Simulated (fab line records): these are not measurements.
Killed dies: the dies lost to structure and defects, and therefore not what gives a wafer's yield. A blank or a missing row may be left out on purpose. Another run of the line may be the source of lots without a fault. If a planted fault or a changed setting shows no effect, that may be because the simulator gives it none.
A struck lot beside a sound one ; flow nand-harc ; 26 out of 1302 route steps
Sound: the wafers L772.2, L772.3, L772.4. Struck: wafers L780.1, L780.4, L780.5. The cause comes at the end.
For every step that has rows: the tool of each side, followed by ch and its chambers, followed by its first start. Under that, the readings that differ: sound wafers ; struck wafers ; difference of the means ; sigmas: that difference in standard deviations of wafers without a fault.
alike: words and numbers the same on both sides, and readings whose means are apart by under 2 such deviations; not compared: readings that were withheld, readings missing a value for some wafer, numbers with overlapping values and no deviation given by the record, and bounds like >300 which may hide the same value.
A row with sigmas, a row that says differs or no value, or rows on one side alone: a step with any of these is where the two part. When numbers do not overlap yet have no deviation, they are printed without sigmas and do not part them. A reading that every wafer of one side lacks parts them only if that side has two wafers or more.

first, 6 steps without rows for these wafers: NHARC_A_SLIT_COAT_03 (resist thk 90 nm); NHARC_A_SLIT_SOFTBAKE_04 (time 55 s); NHARC_A_SLIT_EBR_05; NHARC_A_SLIT_EXPOSE_06 (exposes mask SLIT); NHARC_A_SLIT_PEB_07 (peb time 65 s); NHARC_A_SLIT_DEVELOP_08 (develop time 35 s).
NHARC_A_SLIT_CD_MEAS_09: target cd 300 nm.
  sound on cd-sem-01 ch 0, day 21 19:38; struck on cd-sem-01 ch 0, day 25 13:34
  alike: cd-nm
NHARC_A_SLIT_OVL_MEAS_10:
  sound: overlay-01 at day 21 19:44; struck: overlay-01 at day 25 13:40
  alike: overlay-x-nm, overlay-y-nm
NHARC_A_SLIT_INSPECT_11:
  sound: defect-inspect-02 at day 21 19:46; struck: defect-inspect-01 at day 25 13:42
  alike: raw-defect-count
then, 1 step without rows for these wafers: NHARC_A_SLIT_DESCUM_14 (chemistry O2, time 3 s).
NHARC_A_SLIT_ETCH_24: etches the open film in CF4/CHF3, target depth 121 nm, time 60.5 s.
  sound on rie-diel-07 ch 1,2,3, day 21 19:55; struck on rie-diel-12 ch 0,2, day 25 13:51
  alike: cf4-flow-sccm, drypump-motor-current-A, oes-product-au, rf-vpp-V, showerhead-plenum-p-Torr, throttle-valve-pct
  not compared: rf-hours-counter-h
NHARC_A_SLIT_ETCH_15: etches the open film in O2/COS, target depth 6200 nm, time 1612 s.
  sound on rie-diel-07 ch 1,2,3; struck on rie-diel-12 ch 1,2,3
  alike: drypump-motor-current-A, oes-product-au, rf-vpp-V, showerhead-plenum-p-Torr, throttle-valve-pct
  not compared: rf-hours-counter-h
NHARC_A_SLIT_ETCH_17: etches the open film in C4F8/O2/Ar, time 4254.5 s, target depth 20300 nm.
  sound on har-etch-01 ch 0,1, day 21 22:23; struck on har-etch-01 ch 0,1, day 25 16:48
  alike: drypump-motor-current-A, showerhead-plenum-p-Torr, throttle-valve-pct
  not compared: rf-hours-counter-h
then, 2 steps without rows for these wafers: NHARC_A_SLIT_ETCH_26 (etches the open film in C4F8/O2/Ar, time 90 s, target depth 400 nm); NHARC_A_SLIT_STRIP_28 (strips in O2/COS).
NHARC_A_SLIT_ETCH_29: etches the open film in CF4/O2, target depth 100 nm, overetch 10 nm, time 55 s.
  sound on rie-diel-07 ch 0,1,2, day 22 02:20; struck on rie-diel-12 ch 0,2, day 25 20:44
  alike: cf4-flow-sccm, drypump-motor-current-A, oes_o_777_au, oes-product-au, rf-vpp-V, showerhead-plenum-p-Torr, throttle-valve-pct
  not compared: rf-hours-counter-h
NHARC_A_SLIT_STRIP_18: strips in O2.
  sound on rie-diel-07 ch 1,2,3; struck on rie-diel-12 ch 0,1,3
  alike: drypump-motor-current-A, oes-product-au, rf-vpp-V, showerhead-plenum-p-Torr, throttle-valve-pct
  not compared: rf-hours-counter-h
then, 2 steps without rows for these wafers: NHARC_A_SLIT_PRECLEAN_19 (cleans in SC1); NHARC_A_SLIT_SRD_20.
NHARC_A_SLIT_CD_MEAS_21:
  sound: cd-sem-03 at day 22 02:52; struck: cd-sem-02 at day 25 21:16
  alike: cd-nm
then, 3 steps without rows for these wafers: NHARC_A_SIN_REMOVE_WET_00 (chemistry H3PO4, time 15300 s); NHARC_A_SIN_REMOVE_PRECLEAN_01 (cleans in SC1); NHARC_A_SIN_REMOVE_SRD_02.
NHARC_A_SIN_REMOVE_INSPECT_04:
  sound: defect-inspect-02 at day 22 09:31; struck: defect-inspect-02 at day 26 02:59
reading;sound;struck;difference;sigmas
raw-defect-count;415 381 321;1377 1533 1556;+1116;+13
NHARC_A_WL_FILL_ALD_00: deposits Al2O3, target thk 3 nm, pulse time 3 s, ald cycles 30.
  sound on ald-hk-03 ch 0,1,3, day 22 09:35; struck on ald-hk-02 ch 1,2,3, day 26 03:05
  alike: heater-power-w, precursor-pulse-height-rel
-- the record jumps here: 4 days lie between the struck wafers' starts before and after (it left off in module A_WL_FILL and takes up again in module END, whose first step shown is number 1302 of the route) --
NHARC_END_SORT_01:
  sound on prober-02 ch 0, day 26 17:59; struck on prober-01 ch 0, day 30 01:58
reading;sound;struck;difference;sigmas
killed-at-array;61 73 54;150 133 90;+62;+3
killed-dies;64 74 61;154 137 91;+61;+3
  alike: killed-at-other, killed-at-periphery, killed-open, killed-short

## WHERE THEY PART
First at NHARC_A_SIN_REMOVE_INSPECT_04; last, within this record, at NHARC_END_SORT_01.

WHY: whatever the simulator had introduced
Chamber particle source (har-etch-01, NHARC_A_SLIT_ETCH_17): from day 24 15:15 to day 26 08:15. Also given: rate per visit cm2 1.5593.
